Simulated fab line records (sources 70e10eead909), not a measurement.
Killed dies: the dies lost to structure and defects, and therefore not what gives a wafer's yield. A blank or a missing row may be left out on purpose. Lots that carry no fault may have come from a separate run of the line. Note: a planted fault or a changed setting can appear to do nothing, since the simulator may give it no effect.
A lot that was struck, set against a sound lot    flow nand harc    14 steps out of a route of 1302
Sound: wafers L712.2, L712.4, L712.5. Struck: wafer L701.5. (L701.1 of the same lot was not struck and is left out.) The cause comes at the end.
Each step with rows lists, per side, the tool, then ch with its chambers, then its first start. Under that, the readings that differ: sound wafers    struck wafers    difference of the means    sigmas: that difference in standard deviations of wafers without a fault.
alike: readings with means less than 2 such deviations apart, plus words and numbers identical on both sides. not compared: withheld readings, readings lacking a value on some wafer, bounds such as >300 that could conceal the same value, and numbers that have no deviation in the record and whose values overlap.
The two part at a step that has a row with sigmas, a row that says differs or no value, or rows on one side only. Numbers that don't overlap but have no deviation are shown without sigmas and don't part them. A reading missing from all wafers of one side parts the sides only when that side holds two or more wafers.

first, 6 steps without rows for these wafers: NHARC_A_CONTACT_COAT_02 (resist thk 90 nm); NHARC_A_CONTACT_SOFTBAKE_03 (time 55 s); NHARC_A_CONTACT_EBR_04; NHARC_A_CONTACT_EXPOSE_05 (exposes mask A CC); NHARC_A_CONTACT_PEB_06 (peb time 65 s); NHARC_A_CONTACT_DEVELOP_07 (develop time 35 s).
NHARC_A_CONTACT_CD_MEAS_08: the cd target is 200 nm.
  sound on cd sem-01 ch 0, day 29 20:22; struck on cd sem-01 ch 0, day 25 10:26
  alike: cd nm
NHARC_A_CONTACT_OVL_MEAS_09:
  struck on overlay-01, day 25 10:31; sound on overlay-02, day 29 20:26
  alike: overlay x nm, overlay y nm
NHARC_A_CONTACT_INSPECT_10:
  struck on defect inspect-02, day 25 10:34; sound on defect inspect-02, day 29 20:29
  alike: raw defect count
NHARC_A_CONTACT_DESCUM_13: chemistry O2, time 3 s.
  sound on rie diel-03 ch 1,2,3, day 29 20:33; struck on rie diel-12 ch 0, day 25 10:38
reading                 sound                 struck  difference  sigmas
throttle valve pct (%)  11.310 11.314 11.317  11.286  -0.028      -3
  alike: chamber pressure mTorr, drypump motor current A, oes product au, rf vpp V, showerhead plenum p Torr
  not compared: rf hours counter h
NHARC_A_CONTACT_ETCH_88: etches the open film in CF4, target depth 39 nm, time 65 s.
  sound on rie diel-03 ch 2,3, day 29 20:39; struck on rie diel-12 ch 3, day 25 10:43
reading       sound              struck  difference  sigmas
rf vpp V (V)  151.6 151.3 152.2  149.2   -2.5        -2
  alike: chamber pressure mTorr, drypump motor current A, oes product au, showerhead plenum p Torr, throttle valve pct
  not compared: rf hours counter h
NHARC_A_CONTACT_ETCH_89: etches the open film in N2/H2, target depth 260 nm, time 475.3 s.
  sound on rie diel-03 ch 1,3; struck on rie diel-12 ch 0
  alike: chamber pressure mTorr, drypump motor current A, oes product au, rf vpp V, showerhead plenum p Torr, throttle valve pct
  not compared: rf hours counter h
NHARC_A_CONTACT_ETCH_30: etches the open film in CF4/CHF3, target depth 72.6 nm, time 36.3 s.
  sound on rie diel-03 ch 2,3, day 29 21:10; struck on rie diel-12 ch 1, day 25 11:09
reading                sound              struck  difference  sigmas
oes product au (a.u.)  0.926 0.910 0.931  0.822   -0.100      -6
  alike: chamber pressure mTorr, drypump motor current A, rf vpp V, showerhead plenum p Torr, throttle valve pct
  not compared: rf hours counter h
NHARC_A_CONTACT_ETCH_31: etches the open film in O2/COS, target depth 2800 nm, time 728 s.
  sound on rie diel-03 ch 1,2,3; struck on rie diel-12 ch 2
  alike: chamber pressure mTorr, drypump motor current A, oes product au, rf vpp V, showerhead plenum p Torr, throttle valve pct
  not compared: rf hours counter h

== WHERE THEY PART ==
Last at NHARC_A_CONTACT_ETCH_30 as far as this record goes, first at NHARC_A_CONTACT_DESCUM_13. Later steps at which nothing parts them and some readings are alike: NHARC_A_CONTACT_ETCH_31.

WHY: the cause the simulator had injected
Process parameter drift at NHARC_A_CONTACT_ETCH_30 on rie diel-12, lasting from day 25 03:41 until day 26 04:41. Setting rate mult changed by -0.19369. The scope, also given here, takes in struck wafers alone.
